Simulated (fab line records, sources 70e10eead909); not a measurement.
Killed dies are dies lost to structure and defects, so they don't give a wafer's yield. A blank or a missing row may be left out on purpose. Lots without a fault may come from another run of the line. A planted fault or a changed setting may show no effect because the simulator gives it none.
A struck lot beside a sound one | flow nand_harc | 40 steps out of a route of 1302
Sound: wafers L134.2, L134.3, L134.4. Struck: wafers L143.2, L143.5, L143.6. The cause comes at the end.
At each step with rows: each side's tool, then ch and its chambers, then its first start. Under that, the readings that differ: sound wafers | struck wafers | difference of the means | sigmas: that difference in standard deviations of wafers without a fault.
alike: readings whose means differ by less than 2 such deviations, and words and numbers that are the same on both sides. not compared: withheld readings, readings that some wafer has no value for, bounds like >300 that may hide the same value, and numbers for which the record gives no deviation and whose values overlap.
The two part at a step that has a row with sigmas, a row that says differs or no value, or rows on one side only. Numbers that don't overlap but have no deviation are shown without sigmas and don't part them. A reading that every wafer of one side lacks parts them only if that side has two wafers or more.

first, 9 steps without rows for these wafers: NHARC_A_STAIRCASE_HMDS_282 (time 30 s); NHARC_A_STAIRCASE_COAT_283; NHARC_A_STAIRCASE_SOFTBAKE_284 (time 170 s); NHARC_A_STAIRCASE_EBR_285; NHARC_A_STAIRCASE_EXPOSE_286 (exposes mask CHOP 100); NHARC_A_STAIRCASE_PEB_287 (peb time 130 s); NHARC_A_STAIRCASE_DEVELOP_288 (time 140 s); NHARC_A_STAIRCASE_HARDBAKE_290 (time 140 s); NHARC_A_STAIRCASE_DESCUM_291 (chemistry O2, time 3 s).
NHARC_A_STAIRCASE_ETCH_292: etches the open film in CF4/CHF3.
  sound on rie_diel-07 ch 0,2,3, day 17 17:38; struck on rie_diel-07 ch 0,1,3, day 20 11:55
  reading               | sound             | struck            | difference | sigmas
  oes_product_au (a.u.) | 0.919 0.909 0.911 | 0.949 0.964 0.959 | +0.044     | +2
  alike: cf4_flow_sccm, drypump_motor_current_A, rf_vpp_V, showerhead_plenum_p_Torr, throttle_valve_pct
  not compared: rf_hours_counter_h
NHARC_A_STAIRCASE_HM_OPEN_460: chemistry O2/COS.
  sound on rie_diel-07 ch 0,1,3; struck on rie_diel-07 ch 0,3
  alike: drypump_motor_current_A, oes_product_au, rf_vpp_V, showerhead_plenum_p_Torr, throttle_valve_pct
  not compared: rf_hours_counter_h
NHARC_A_STAIRCASE_STRIP_461: strips in O2/COS.
  sound on rie_diel-07 ch 0,1,3, day 17 18:07; struck on rie_diel-07 ch 2,3, day 20 12:17
NHARC_A_STAIRCASE_ETCH_452: etches the open film in CF4/O2, target depth 30 nm, overetch 3 nm, time 16.5 s.
  sound on rie_diel-07 ch 0,1,3; struck on rie_diel-07 ch 0,2,3
  alike: cf4_flow_sccm, drypump_motor_current_A, oes_f_703_au, oes_o_777_au, oes_product_au, rf_vpp_V, showerhead_plenum_p_Torr, throttle_valve_pct
  not compared: rf_hours_counter_h
NHARC_A_STAIRCASE_ETCH_294: etches the open film in C4F8/O2/Ar, target depth 4989 nm, time 1211.6 s.
  sound on rie_diel-07 ch 1,2,3; struck on rie_diel-07 ch 0,3
  alike: oes_product_au, rf_vpp_V
  not compared: rf_hours_counter_h
then, 20 steps without rows for these wafers: NHARC_A_STAIRCASE_STRIP_295 (strips in O2); NHARC_A_STAIRCASE_STRIP_296 (strips in SPM, time 900 s); NHARC_A_STAIRCASE_PRECLEAN_297 (cleans in SC1); NHARC_A_STAIRCASE_SRD_298; NHARC_A_STAIRCASE_HM_DEP_462 (deposits aC, target thk 800 nm); NHARC_A_STAIRCASE_DEP_301 (deposits SiON, target thk 30 nm); NHARC_A_STAIRCASE_DEHYDRATE_302 (time 120 s); NHARC_A_STAIRCASE_HMDS_303 (time 30 s); NHARC_A_STAIRCASE_COAT_304; NHARC_A_STAIRCASE_SOFTBAKE_305 (time 170 s); NHARC_A_STAIRCASE_EBR_306; NHARC_A_STAIRCASE_EXPOSE_307 (exposes mask CHOP 50); NHARC_A_STAIRCASE_PEB_308 (peb time 130 s); NHARC_A_STAIRCASE_DEVELOP_309 (time 140 s); NHARC_A_STAIRCASE_HARDBAKE_311 (time 140 s); NHARC_A_STAIRCASE_DESCUM_312 (chemistry O2, time 3 s); NHARC_A_STAIRCASE_ETCH_313 (etches the open film in CF4/CHF3); NHARC_A_STAIRCASE_HM_OPEN_463 (chemistry O2/COS); NHARC_A_STAIRCASE_STRIP_464 (strips in O2/COS); NHARC_A_STAIRCASE_ETCH_453 (etches the open film in CF4/O2, target depth 30 nm, overetch 3 nm, time 16.5 s).
NHARC_A_STAIRCASE_ETCH_315: etches the open film in C4F8/O2/Ar, target depth 2500 nm, time 607.1 s.
  sound on rie_diel-06 ch 0,1,2; struck on rie_diel-06 ch 0,1,2
  alike: oes_product_au, rf_vpp_V
  not compared: rf_hours_counter_h
then, 4 steps without rows for these wafers: NHARC_A_STAIRCASE_STRIP_316 (strips in O2); NHARC_A_STAIRCASE_STRIP_317 (strips in SPM, time 900 s); NHARC_A_STAIRCASE_PRECLEAN_318 (cleans in SC1); NHARC_A_STAIRCASE_SRD_329.
-- the record jumps here: 8 days lie between the struck wafers' starts before and after (it left off in module A_STAIRCASE and takes up again in module END, whose first step shown is number 1302 of the route) --
NHARC_END_SORT_01:
  the record has rows for the struck wafers here (prober-02 ch 0, day 28 00:38) and none for the sound ones

WHERE THEY PART
First at NHARC_A_STAIRCASE_ETCH_292; last, within this record, at NHARC_END_SORT_01.

WHY: what the simulator had put in
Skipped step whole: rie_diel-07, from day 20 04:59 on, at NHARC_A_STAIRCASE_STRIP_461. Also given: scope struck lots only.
